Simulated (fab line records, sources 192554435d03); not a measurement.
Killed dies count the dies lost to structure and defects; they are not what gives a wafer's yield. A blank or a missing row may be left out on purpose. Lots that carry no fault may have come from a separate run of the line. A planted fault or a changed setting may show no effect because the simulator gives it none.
fab line records + flow n5-finfet
record:
- lots: 7
- wafers: 21
route steps=1938 shown BEOL_M2@884 BEOL_M3@938 BEOL_M4@1049 BEOL_M5@1119
start-h: the number of hours between the record's first day and the start of the first shown wafer of the lot + wait-h: hours from the lot's prior step to this one + " as in the row above + L1.1+2: one row covering several wafers at once + - value missing, or start not given + * or withheld: withheld + < > ~ a bound
route shown NAME@n: NAME is a module with steps in the file, n the number in the route of the first one + usual: mean/standard deviation taken from wafers without a fault + same: alike in all rows + chamber/n: place in a boat + sites: each site's reading + _std_site: how widely they spread, as a standard deviation + _edge_site: the outer-site mean with the inner-site mean subtracted + radius-mm: for every site, how far away it sits from the centre of the wafer + mask NAME#n: copy n + behind: the tool/chamber that last shaped the wafer + hold: why the lot went on hold/how many hours it stayed there/how the hold came to an end + device: names the non-switching transistor (n, p or np) + end of line: at the end of the route, the tests of the same wafers + where a step has no rows: the recipe by itself + killed: the dies lost at the first sort to structure and to defects; this is not the yield of the wafer + map: per-die view of a wafer (x killed, . not killed, _ where there is no die)
set.NAME: the setting as run; set.NAME@STEP: as run at that earlier step + model.NAME: the simulator's own value behind a step, which no gauge read
lots where settings were altered on purpose, with a table for each step and a row for each wafer
== steps ==
step: N5_BEOL_M2_ETCH_70
recipe:
- chemistry: N2/H2
- target: SOC
- target-depth-a: 800
- overetch-a: 240
- mask-material: SiARC
- temp-c: 40
- time-s: 130
- ion-energy-ev: 200
- pressure-mtorr: 30
- source-w: 840
- bias-w: 150
- n2-flow-sccm: 200
- h2-flow-sccm: 200
| lot.wafer | tool        | chamber | start-h | wait-h | set.time-s | model.SiARC_of_BEOL_M2_COAT_68.thk-nm |
|-----------|-------------|---------|---------|--------|------------|---------------------------------------|
| L074.1+2  | rie-diel-04 | 0,3     | 139.75  | 0.0    | 130        | 5.8                                   |
| L074.3    | "           | 2       | "       | "      | 102.9      | 7.2                                   |
| L077.3    | rie-diel-02 | 3       | 164.71  | 0.0    | 130        | 5.6                                   |
| L077.4+5  | "           | 0       | "       | "      | 130        | 6                                     |
| L078.1    | rie-diel-04 | 2       | 169.23  | 0.0    | 130        | 5.8                                   |
| L078.3    | "           | 1       | "       | "      | 152.3      | 4.8                                   |
| L078.5    | "           | 1       | "       | "      | 130        | 6                                     |
| L080.1+3  | rie-diel-04 | 3,0     | 187.91  | 0.0    | 130        | 5.8                                   |
| L080.2    | "           | 1       | "       | "      | 114.8      | 6.6                                   |
| L084.4+6  | rie-diel-04 | 2,0     | 199.29  | 0.0    | 130        | 5.8                                   |
| L084.5    | "           | 1       | "       | "      | 130        | 6                                     |
| L088.1    | rie-diel-01 | 3       | 233.45  | 0.0    | 130        | 5.8                                   |
| L088.2+5  | "           | 1       | "       | "      | 152.1      | 4.6                                   |
| L096.2+6  | rie-diel-04 | 0       | 270.41  | 0.0    | 130        | 5.8                                   |
| L096.3    | "           | 1       | "       | "      | 130        | 6                                     |
step: N5_BEOL_M3_COAT_05
recipe:
- resist: CAR-EUV
- spin-rpm: 1500
- resist-thk-nm: 30
| lot.wafer  | tool           | chamber | start-h | wait-h | set.spin-rpm | model.CAR-EUV_of_BEOL_M3_COAT_05.thk-nm |
|------------|----------------|---------|---------|--------|--------------|-----------------------------------------|
| L074.1     | litho-track-04 | 0       | -       | -      | 1667         | 28.6                                    |
| L074.2+3   | "              | 0       | "       | "      | 1500         | 30.2                                    |
| L077.3     | litho-track-05 | 0       | -       | -      | 1500         | 30                                      |
| L077.4+5   | "              | 0       | "       | "      | 1663         | 28.4                                    |
| L078.1     | litho-track-05 | 0       | -       | -      | 1614         | 29                                      |
| L078.3+5   | "              | 0       | "       | "      | 1500         | 30                                      |
| L080.1     | litho-track-04 | 0       | -       | -      | 1500         | 30.2                                    |
| L080.2+3   | "              | 0       | "       | "      | 1500         | 30                                      |
| L084.4+5+6 | litho-track-03 | 0       | -       | -      | 1500         | 30                                      |
| L088.1     | litho-track-03 | 0       | -       | -      | 1500         | 30                                      |
| L088.2     | "              | 0       | "       | "      | 1500         | 30.2                                    |
| L088.5     | "              | 0       | "       | "      | 1599         | 29.2                                    |
| L096.2     | litho-track-03 | 0       | -       | -      | 1500         | 30                                      |
| L096.3+6   | "              | 0       | "       | "      | 1500         | 30.2                                    |
step: N5_BEOL_M3_EXPOSE_08
recipe:
- mask-id: M3
- na: 0.33
- source-shape: dipole
- sigma-inner: 0.369
- sigma-outer: 0.767
- polarization: unpolarized
- dose-mj: 33
| lot.wafer  | tool           | chamber | start-h | wait-h | mask | set.dose-mj |
|------------|----------------|---------|---------|--------|------|-------------|
| L074.1     | euv-scanner-02 | 0       | 145.28  | -      | M3#0 | 30.79       |
| L074.2+3   | "              | 0       | "       | "      | M3#0 | 33          |
| L077.3+4+5 | euv-scanner-01 | 0       | 170.89  | -      | M3#0 | 33          |
| L078.1+5   | euv-scanner-01 | 0       | 175.15  | -      | M3#0 | 33          |
| L078.3     | "              | 0       | "       | "      | M3#0 | 32.13       |
| L080.1     | euv-scanner-02 | 0       | 193.71  | -      | M3#0 | 35          |
| L080.2+3   | "              | 0       | "       | "      | M3#0 | 33          |
| L084.4+6   | euv-scanner-02 | 0       | 205.12  | -      | M3#0 | 30.85       |
| L084.5     | "              | 0       | "       | "      | M3#0 | 33          |
| L088.1+2   | euv-scanner-02 | 0       | 241.11  | -      | M3#0 | 31.67       |
| L088.5     | "              | 0       | "       | "      | M3#0 | 33          |
| L096.2+3+6 | euv-scanner-02 | 0       | 275.12  | -      | M3#0 | 33          |
step: N5_BEOL_M3_PEB_09
recipe:
- peb-temp-c: 100
- peb-time-s: 60
- resist: CAR-EUV
step: N5_BEOL_M3_DEVELOP_10
recipe:
- develop-time-s: 30
- developer: TMAH
- resist: CAR-EUV
- rinse-liquid: surfactant-rinse
- dry: air-spin
- dev-temp-c: 23
step: N5_BEOL_M3_CD_MEAS_11
recipe:
- target-cd-nm: 17.05
- landing-energy-ev: 500
- detector: se-inlens
- polarity: opening
usual:
- cd-nm: 17.08/0.23
| lot.wafer | tool      | chamber | start-h | wait-h | set.dose-mj@BEOL_M3_EXPOSE_08 | cd-nm |
|-----------|-----------|---------|---------|--------|-------------------------------|-------|
| L074.1    | cd-sem-03 | 0       | 145.41  | -      | 30.79                         | 15.56 |
| L074.2    | "         | 0       | "       | "      | 33                            | 16.69 |
| L074.3    | "         | 0       | "       | "      | 33                            | 17.13 |
| L077.3    | cd-sem-02 | 0       | 171.01  | -      | 33                            | 16.77 |
| L077.4    | "         | 0       | "       | "      | 33                            | 17.17 |
| L077.5    | "         | 0       | "       | "      | 33                            | 17.05 |
| L078.1    | cd-sem-02 | 0       | 175.28  | -      | 33                            | 17.25 |
| L078.3    | "         | 0       | "       | "      | 32.13                         | 16.73 |
| L078.5    | "         | 0       | "       | "      | 33                            | 17.33 |
| L080.1    | cd-sem-02 | 0       | 193.83  | -      | 35                            | 18.78 |
| L080.2    | "         | 0       | "       | "      | 33                            | 17.24 |
| L080.3    | "         | 0       | "       | "      | 33                            | 16.98 |
| L084.4    | cd-sem-02 | 0       | 205.23  | -      | 30.85                         | 15.93 |
| L084.5    | "         | 0       | "       | "      | 33                            | 16.93 |
| L084.6    | "         | 0       | "       | "      | 30.85                         | 15.53 |
| L088.1    | cd-sem-01 | 0       | 241.23  | -      | 31.67                         | 16.16 |
| L088.2    | "         | 0       | "       | "      | 31.67                         | 16.02 |
| L088.5    | "         | 0       | "       | "      | 33                            | 16.86 |
| L096.2    | cd-sem-02 | 0       | 275.24  | -      | 33                            | 16.85 |
| L096.3    | "         | 0       | "       | "      | 33                            | 17.17 |
| L096.6    | "         | 0       | "       | "      | 33                            | 17.32 |
step: N5_BEOL_M3_DESCUM_16
recipe:
- chemistry: O2
- time-s: 7
- source-power-w: 50
- bias-power-w: 20
- pressure-mtorr: 20
- rf-frequency-hz: 2.712e+07
- temp-c: 40
- resist: CAR-EUV
- o2-flow-sccm: 225
step: N5_BEOL_M3_ETCH_74
recipe:
- chemistry: N2/H2
- target: underlayer
- target-depth-a: 65
- mask-material: CAR-EUV
- time-s: 5.2
- ion-energy-ev: 200
- pressure-mtorr: 30
- source-w: 840
- bias-w: 150
- n2-flow-sccm: 200
- h2-flow-sccm: 200
- ends: cleared
| lot.wafer | tool        | chamber | start-h | wait-h | set.dose-mj@BEOL_M3_EXPOSE_08 | model.BEOL_M3.cd-offset-nm |
|-----------|-------------|---------|---------|--------|-------------------------------|----------------------------|
| L074.1    | rie-diel-03 | 0       | 145.57  | 0.0    | 30.79                         | -1.2                       |
| L074.2    | "           | 1       | "       | "      | 33                            | 0                          |
| L074.3    | "           | 2       | "       | "      | 33                            | 0.2                        |
| L077.3+4  | rie-diel-05 | 3,2     | 171.16  | 0.0    | 33                            | 0                          |
| L077.5    | "           | 3       | "       | "      | 33                            | 0.2                        |
| L078.1+5  | rie-diel-05 | 2,3     | 175.51  | 0.0    | 33                            | 0.6                        |
| L078.3    | "           | 1       | "       | "      | 32.13                         | 0                          |
| L080.1    | rie-diel-05 | 1       | 193.99  | 0.0    | 35                            | 1.6                        |
| L080.2    | "           | 2       | "       | "      | 33                            | 0.4                        |
| L080.3    | "           | 0       | "       | "      | 33                            | 0.2                        |
| L084.4+6  | rie-diel-03 | 0,1     | 205.38  | 0.0    | 30.85                         | -1                         |
| L084.5    | "           | 0       | "       | "      | 33                            | 0.2                        |
| L088.1+2  | rie-diel-06 | 3,0     | 241.48  | 0.0    | 31.67                         | -0.6                       |
| L088.5    | "           | 0       | "       | "      | 33                            | 0.2                        |
| L096.2    | rie-diel-05 | 2       | 280.52  | 0.0    | 33                            | -0.2                       |
| L096.3+6  | "           | 1       | "       | "      | 33                            | 0                          |
step: N5_BEOL_M3_ETCH_63
recipe:
- chemistry: CF4
- target: SiARC
- target-depth-a: 156
- mask-material: CAR-EUV
- time-s: 26
- ion-energy-ev: 80
- pressure-mtorr: 40
- source-w: 545
- bias-w: 36
- Ar_flow_sccm: 100
- cf4-flow-sccm: 100
- ends: cleared
step: N5_BEOL_M3_ETCH_64
recipe:
- chemistry: N2/H2
- target: SOC
- target-depth-a: 750
- overetch-a: 150
- mask-material: SiARC
- temp-c: 40
- time-s: 112.5
- ion-energy-ev: 200
- pressure-mtorr: 30
- source-w: 840
- bias-w: 150
- n2-flow-sccm: 200
- h2-flow-sccm: 200
step: N5_BEOL_M3_STRIP_75
recipe:
- chemistry: N2/H2
- temp-c: 40
- n2-flow-sccm: 200
- h2-flow-sccm: 200
- rf-frequency-hz: 6e+07
step: N5_BEOL_M3_STRIP_66
recipe:
- chemistry: CF4
- resist: SiARC
- power-w: 300
- bias-power-w: 75
- pressure-mtorr: 50
- cf4-flow-sccm: 150
- rf-frequency-hz: 6e+07
step: N5_BEOL_M3_HM_OPEN_17
recipe:
- chemistry: Cl2/BCl3
- target-depth-a: 200
- overetch-a: 60
- target: TiN
- mask-material: SOC
- ion-energy-ev: 150
- pressure-mtorr: 10
- icp-w: 1000
- bias-w: 126
- Cl2_flow_sccm: 53.25
- bcl3-flow-sccm: 21.75
- Ar_flow_sccm: 25
| lot.wafer | tool         | chamber | start-h | wait-h | set.dose-mj@BEOL_M3_EXPOSE_08 | model.BEOL_M3.cd-offset-nm |
|-----------|--------------|---------|---------|--------|-------------------------------|----------------------------|
| L074.1    | rie-metal-01 | 1       | 145.78  | 0.0    | 30.79                         | -1.4                       |
| L074.2    | "            | 0       | "       | "      | 33                            | 0                          |
| L074.3    | "            | 0       | "       | "      | 33                            | 0.2                        |
| L077.3+5  | rie-metal-02 | 1       | 171.40  | 0.1    | 33                            | 0                          |
| L077.4    | "            | 0       | "       | "      | 33                            | -0.4                       |
| L078.1    | rie-metal-01 | 1       | 175.73  | 0.0    | 33                            | 0.2                        |
| L078.3    | "            | 0       | "       | "      | 32.13                         | -0.2                       |
| L078.5    | "            | 1       | "       | "      | 33                            | 0.4                        |
| L080.1    | rie-metal-01 | 0       | 194.25  | 0.1    | 35                            | 1.2                        |
| L080.2    | "            | 1       | "       | "      | 33                            | 0.2                        |
| L080.3    | "            | 1       | "       | "      | 33                            | 0                          |
| L084.4    | rie-metal-03 | 1       | 205.62  | 0.1    | 30.85                         | -0.8                       |
| L084.5    | "            | 0       | "       | "      | 33                            | 0                          |
| L084.6    | "            | 1       | "       | "      | 30.85                         | -1                         |
| L088.1    | rie-metal-02 | 1       | 241.69  | 0.0    | 31.67                         | -0.4                       |
| L088.2    | "            | 0       | "       | "      | 31.67                         | -0.8                       |
| L088.5    | "            | 1       | "       | "      | 33                            | 0.2                        |
| L096.2    | rie-metal-01 | 1       | 283.36  | 2.7    | 33                            | -0.6                       |
| L096.3+6  | "            | 0       | "       | "      | 33                            | -0.2                       |
step: N5_BEOL_M3_STRIP_19
recipe:
- chemistry: O2
- power-w: 400
- temp-c: 40
- pressure-mtorr: 30
- rf-frequency-hz: 6e+07
- bias-power-w: 0
- overash-fraction: 0.2
- o2-flow-sccm: 225
step: N5_BEOL_M3_PRECLEAN_42
recipe:
- chemistry: residue-remover
- time-s: 60
- temp-c: 40
step: N5_BEOL_M3_SRD_43
recipe:
- time-s: 30
- temp-c: 23
- rinse-liquid: diw
- dry: ipa-marangoni
step: N5_BEOL_M3_CD_MEAS_35
recipe:
- target-cd-nm: 18
- target-cd-y-nm: 21
- polarity: opening
usual:
- cd-nm: 18.1/0.34
| lot.wafer | tool      | chamber | start-h | wait-h | set.dose-mj@BEOL_M3_EXPOSE_08 | cd-nm |
|-----------|-----------|---------|---------|--------|-------------------------------|-------|
| L074.1    | cd-sem-02 | -       | 148.63  | 0.0    | 30.79                         | 16.6  |
| L074.2    | "         | -       | "       | "      | 33                            | 17.9  |
| L074.3    | "         | -       | "       | "      | 33                            | 18.3  |
| L077.3    | cd-sem-01 | -       | 175.92  | 0.0    | 33                            | 18.0  |
| L077.4    | "         | -       | "       | "      | 33                            | 17.7  |
| L077.5    | "         | -       | "       | "      | 33                            | 18.0  |
| L078.1    | cd-sem-03 | -       | 182.41  | 0.0    | 33                            | 18.3  |
| L078.3    | "         | -       | "       | "      | 32.13                         | 17.7  |
| L078.5    | "         | -       | "       | "      | 33                            | 18.4  |
| L080.1    | cd-sem-03 | -       | 201.25  | 0.0    | 35                            | 19.1  |
| L080.2    | "         | -       | "       | "      | 33                            | 18.4  |
| L080.3    | "         | -       | "       | "      | 33                            | 18.1  |
| L084.4    | cd-sem-03 | -       | 213.89  | 0.0    | 30.85                         | 17.0  |
| L084.5    | "         | -       | "       | "      | 33                            | 18.1  |
| L084.6    | "         | -       | "       | "      | 30.85                         | 17.4  |
| L088.1    | cd-sem-03 | -       | 246.00  | 0.0    | 31.67                         | 17.8  |
| L088.2    | "         | -       | "       | "      | 31.67                         | 17.4  |
| L088.5    | "         | -       | "       | "      | 33                            | 18.0  |
| L096.2    | cd-sem-03 | -       | 295.97  | 0.0    | 33                            | 17.4  |
| L096.3    | "         | -       | "       | "      | 33                            | 17.8  |
| L096.6    | "         | -       | "       | "      | 33                            | 18.0  |
step: N5_BEOL_M4_COAT_76
recipe:
- resist: underlayer
- temp-c: 205
- time-s: 60
- spin-rpm: 1500
- resist-thk-nm: 5
| lot.wafer  | tool           | chamber | start-h | wait-h | set.spin-rpm |
|------------|----------------|---------|---------|--------|--------------|
| L074.1+2+3 | litho-track-02 | 0       | -       | -      | 1500         |
| L077.3     | litho-track-01 | 0       | -       | -      | 1659         |
| L077.4+5   | "              | 0       | "       | "      | 1500         |
| L078.1     | litho-track-02 | 0       | -       | -      | 1500         |
| L078.3+5   | "              | 0       | "       | "      | 1380         |
| L080.1+2+3 | litho-track-01 | 0       | -       | -      | 1500         |
| L084.4     | litho-track-03 | 0       | -       | -      | 1500         |
| L084.5+6   | "              | 0       | "       | "      | 1586         |
| L088.1+2+5 | litho-track-02 | 0       | -       | -      | 1500         |
| L096.2+3+6 | litho-track-01 | 0       | -       | -      | 1500         |
step: N5_BEOL_M4_DESCUM_33
recipe:
- chemistry: O2
- time-s: 7
- source-power-w: 50
- bias-power-w: 20
- pressure-mtorr: 20
- rf-frequency-hz: 2.712e+07
- temp-c: 40
- resist: CAR-EUV
- o2-flow-sccm: 225
| lot.wafer | tool        | chamber | start-h | wait-h | set.time-s | model.CAR-EUV_of_BEOL_M4_COAT_22.thk-nm |
|-----------|-------------|---------|---------|--------|------------|-----------------------------------------|
| L074.1+2  | rie-diel-02 | 1,3     | 156.16  | 0.1    | 7.729      | 25.8                                    |
| L074.3    | "           | 0       | "       | "      | 7          | 26                                      |
| L077.3    | rie-diel-01 | 2       | 183.98  | 0.0    | 7          | 26.2                                    |
| L077.4    | "           | 2       | "       | "      | 8.417      | 25.4                                    |
| L077.5    | "           | 3       | "       | "      | 8.417      | 25.6                                    |
| L078.1    | rie-diel-01 | 3       | 190.31  | 0.0    | 7          | 26.2                                    |
| L078.3    | "           | 1       | "       | "      | 6.375      | 26.4                                    |
| L078.5    | "           | 1       | "       | "      | 7          | 26                                      |
| L080.1+2  | rie-diel-02 | 1,3     | 208.33  | 0.0    | 6.094      | 26.6                                    |
| L080.3    | "           | 2       | "       | "      | 6.094      | 26.4                                    |
| L084.4    | rie-diel-01 | 2       | 219.80  | 0.0    | 7.738      | 25.8                                    |
| L084.5+6  | "           | 2,1     | "       | "      | 7          | 26.2                                    |
| L088.1+2  | rie-diel-01 | 2,3     | 252.19  | 0.1    | 7          | 26                                      |
| L088.5    | "           | 1       | "       | "      | 7          | 26.2                                    |
| L096.2+6  | rie-diel-04 | 1       | 303.51  | 0.0    | 7          | 26                                      |
| L096.3    | "           | 0       | "       | "      | 7          | 26.2                                    |
step: N5_BEOL_M4_ETCH_77
recipe:
- chemistry: N2/H2
- target: underlayer
- target-depth-a: 65
- mask-material: CAR-EUV
- time-s: 5.2
- ion-energy-ev: 200
- pressure-mtorr: 30
- source-w: 840
- bias-w: 150
- n2-flow-sccm: 200
- h2-flow-sccm: 200
- ends: cleared
| lot.wafer | tool        | chamber | start-h | wait-h | set.spin-rpm@BEOL_M4_COAT_76 | set.time-s@BEOL_M4_DESCUM_33 | model.CAR-EUV_of_BEOL_M4_COAT_22.thk-nm | model.etch.depth-nm |
|-----------|-------------|---------|---------|--------|------------------------------|------------------------------|-----------------------------------------|---------------------|
| L074.1    | rie-diel-02 | 1       | 156.19  | 0.0    | 1500                         | 7.729                        | 20                                      | 5.002               |
| L074.2    | "           | 3       | "       | "      | 1500                         | 7.729                        | 20                                      | 5.014               |
| L074.3    | "           | 0       | "       | "      | 1500                         | 7                            | 20.4                                    | 5.003               |
| L077.3    | rie-diel-01 | 2       | 184.02  | 0.0    | 1659                         | 7                            | 20.8                                    | 4.761               |
| L077.4    | "           | 2       | "       | "      | 1500                         | 8.417                        | 19.8                                    | 5.007               |
| L077.5    | "           | 3       | "       | "      | 1500                         | 8.417                        | 19.8                                    | 4.997               |
| L078.1    | rie-diel-01 | 3       | 190.34  | 0.0    | 1500                         | 7                            | 20.4                                    | 4.99                |
| L078.3    | "           | 1       | "       | "      | 1380                         | 6.375                        | 20.4                                    | 5.209               |
| L078.5    | "           | 1       | "       | "      | 1380                         | 7                            | 20                                      | 5.189               |
| L080.1    | rie-diel-02 | 1       | 208.37  | 0.0    | 1500                         | 6.094                        | 20.8                                    | 4.976               |
| L080.2    | "           | 3       | "       | "      | 1500                         | 6.094                        | 20.8                                    | 4.991               |
| L080.3    | "           | 2       | "       | "      | 1500                         | 6.094                        | 20.8                                    | 4.989               |
| L084.4    | rie-diel-01 | 2       | 219.84  | 0.0    | 1500                         | 7.738                        | 20.2                                    | 5.016               |
| L084.5    | "           | 2       | "       | "      | 1586                         | 7                            | 20.6                                    | 4.874               |
| L084.6    | "           | 1       | "       | "      | 1586                         | 7                            | 20.6                                    | 4.878               |
| L088.1    | rie-diel-01 | 2       | 252.22  | 0.0    | 1500                         | 7                            | 20.4                                    | 4.999               |
| L088.2    | "           | 3       | "       | "      | 1500                         | 7                            | 20.4                                    | 4.998               |
| L088.5    | "           | 1       | "       | "      | 1500                         | 7                            | 20.4                                    | 4.992               |
| L096.2    | rie-diel-04 | 1       | 303.54  | 0.0    | 1500                         | 7                            | 20.4                                    | 4.983               |
| L096.3    | "           | 0       | "       | "      | 1500                         | 7                            | 20.4                                    | 4.993               |
| L096.6    | "           | 1       | "       | "      | 1500                         | 7                            | 20.2                                    | 5.002               |
step: N5_BEOL_M4_ETCH_69
recipe:
- chemistry: CF4
- target: SiARC
- target-depth-a: 156
- mask-material: CAR-EUV
- time-s: 26
- ion-energy-ev: 80
- pressure-mtorr: 40
- source-w: 545
- bias-w: 36
- Ar_flow_sccm: 100
- cf4-flow-sccm: 100
- ends: cleared
step: N5_BEOL_M4_ALD_98
recipe:
- material: SiO2
- target-thk-a: 25
- temp-c: 100
- ald-precursor-family: BDEAS
- ald-co-reactant: O2-plasma
- pulse-time-s: 1
- co-reactant-pulse-time-s: 1
- purge-time-s: 2
- co-reactant-purge-time-s: 2
- ald-cycles: 17
- pressure-torr: 2
step: N5_BEOL_M4_ETCHBACK_99
recipe:
- chemistry: CHF3
- target: SiO2
- target-depth-a: 50
- time-s: 10.4
- source-w: 215
- bias-w: 47
- Ar_flow_sccm: 200
- CHF3_flow_sccm: 12
- ion-energy-ev: 100
- pressure-mtorr: 30
| lot.wafer  | tool        | chamber | start-h | wait-h | set.spin-rpm@BEOL_M4_COAT_76 | set.time-s@BEOL_M4_DESCUM_33 | model.CAR-EUV_of_BEOL_M4_COAT_22.thk-nm |
|------------|-------------|---------|---------|--------|------------------------------|------------------------------|-----------------------------------------|
| L074.1     | rie-diel-01 | 2       | 164.68  | 8.3    | 1500                         | 7.729                        | 10                                      |
| L074.2     | "           | 3       | "       | "      | 1500                         | 7.729                        | 10.2                                    |
| L074.3     | "           | 0       | "       | "      | 1500                         | 7                            | 10.4                                    |
| L077.3     | rie-diel-04 | 3       | 188.67  | 4.0    | 1659                         | 7                            | 10.8                                    |
| L077.4+5   | "           | 1,0     | "       | "      | 1500                         | 8.417                        | 9.8                                     |
| L078.1     | rie-diel-02 | 0       | 193.15  | 2.1    | 1500                         | 7                            | 10.6                                    |
| L078.3     | "           | 3       | "       | "      | 1380                         | 6.375                        | 10.4                                    |
| L078.5     | "           | 0       | "       | "      | 1380                         | 7                            | 10.2                                    |
| L080.1+3   | rie-diel-04 | 0,2     | 213.37  | 4.8    | 1500                         | 6.094                        | 10.8                                    |
| L080.2     | "           | 1       | "       | "      | 1500                         | 6.094                        | 11                                      |
| L084.4     | rie-diel-01 | 0       | 229.36  | 8.9    | 1500                         | 7.738                        | 10.2                                    |
| L084.5+6   | "           | 2,3     | "       | "      | 1586                         | 7                            | 10.6                                    |
| L088.1+2+5 | rie-diel-02 | 2,0,2   | 261.72  | 8.9    | 1500                         | 7                            | 10.4                                    |
| L096.2+3   | rie-diel-01 | 1,2     | 307.03  | 3.3    | 1500                         | 7                            | 10.4                                    |
| L096.6     | "           | 1       | "       | "      | 1500                         | 7                            | 10.2                                    |
step: N5_BEOL_M5_COAT_71
recipe:
- resist: underlayer
- temp-c: 205
- time-s: 60
- spin-rpm: 1500
- resist-thk-nm: 5
| lot.wafer  | tool           | chamber | start-h | wait-h | set.spin-rpm |
|------------|----------------|---------|---------|--------|--------------|
| L074.1+2+3 | litho-track-05 | 0       | -       | -      | 1500         |
| L077.3+4   | litho-track-01 | 0       | -       | -      | 1347         |
| L077.5     | "              | 0       | "       | "      | 1500         |
| L078.1+3+5 | litho-track-01 | 0       | -       | -      | 1615         |
| L080.1+2   | litho-track-04 | 0       | -       | -      | 1382         |
| L080.3     | "              | 0       | "       | "      | 1500         |
| L084.4+5   | litho-track-04 | 0       | -       | -      | 1577         |
| L084.6     | "              | 0       | "       | "      | 1500         |
| L088.1+5   | litho-track-04 | 0       | -       | -      | 1414         |
| L088.2     | "              | 0       | "       | "      | 1500         |
| L096.2+3+6 | litho-track-04 | 0       | -       | -      | 1500         |
== key ==
split:
- step: N5_BEOL_M2_ETCH_70
- setting: time-s
- stated: 130
- by: wafer
response:
- step: N5_BEOL_M2_ETCH_70
- reading: model.SiARC_of_BEOL_M2_COAT_68.thk-nm
- change: -0.0674
- per: 1%
- r: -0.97
split:
- step: N5_BEOL_M3_COAT_05
- setting: spin-rpm
- stated: 1500
- by: wafer
response:
- step: N5_BEOL_M3_COAT_05
- reading: model.CAR-EUV_of_BEOL_M3_COAT_05.thk-nm
- change: -0.142
- per: 1%
- r: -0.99
split:
- step: N5_BEOL_M3_EXPOSE_08
- setting: dose-mj
- stated: 33
- by: wafer
response:
- step: N5_BEOL_M3_CD_MEAS_11
- reading: cd-nm
- change: +0.214
- per: 1%
- r: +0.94
response:
- step: N5_BEOL_M3_ETCH_74
- reading: model.BEOL_M3.cd-offset-nm
- change: +0.198
- per: 1%
- r: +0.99
response:
- step: N5_BEOL_M3_HM_OPEN_17
- reading: model.BEOL_M3.cd-offset-nm
- change: +0.184
- per: 1%
- r: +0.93
response:
- step: N5_BEOL_M3_CD_MEAS_35
- reading: cd-nm
- change: +0.166
- per: 1%
- r: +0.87
split:
- step: N5_BEOL_M4_COAT_76
- setting: spin-rpm
- stated: 1500
- by: wafer
response:
- step: N5_BEOL_M4_ETCH_77
- reading: model.etch.depth-nm
- change: -0.0241
- per: 1%
- r: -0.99
response:
- step: N5_BEOL_M4_ETCHBACK_99
- reading: model.CAR-EUV_of_BEOL_M4_COAT_22.thk-nm
- change: +0.0731
- per: 1%
- r: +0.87
split:
- step: N5_BEOL_M4_DESCUM_33
- setting: time-s
- stated: 7
- by: wafer
response:
- step: N5_BEOL_M4_DESCUM_33
- reading: model.CAR-EUV_of_BEOL_M4_COAT_22.thk-nm
- change: -0.0326
- per: 1%
- r: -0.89
response:
- step: N5_BEOL_M4_ETCH_77
- reading: model.CAR-EUV_of_BEOL_M4_COAT_22.thk-nm
- change: -0.0429
- per: 1%
- r: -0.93
response:
- step: N5_BEOL_M4_ETCHBACK_99
- reading: model.CAR-EUV_of_BEOL_M4_COAT_22.thk-nm
- change: -0.0389
- per: 1%
- r: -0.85
split:
- step: N5_BEOL_M5_COAT_71
- setting: spin-rpm
- stated: 1500
- by: wafer
response none in this file
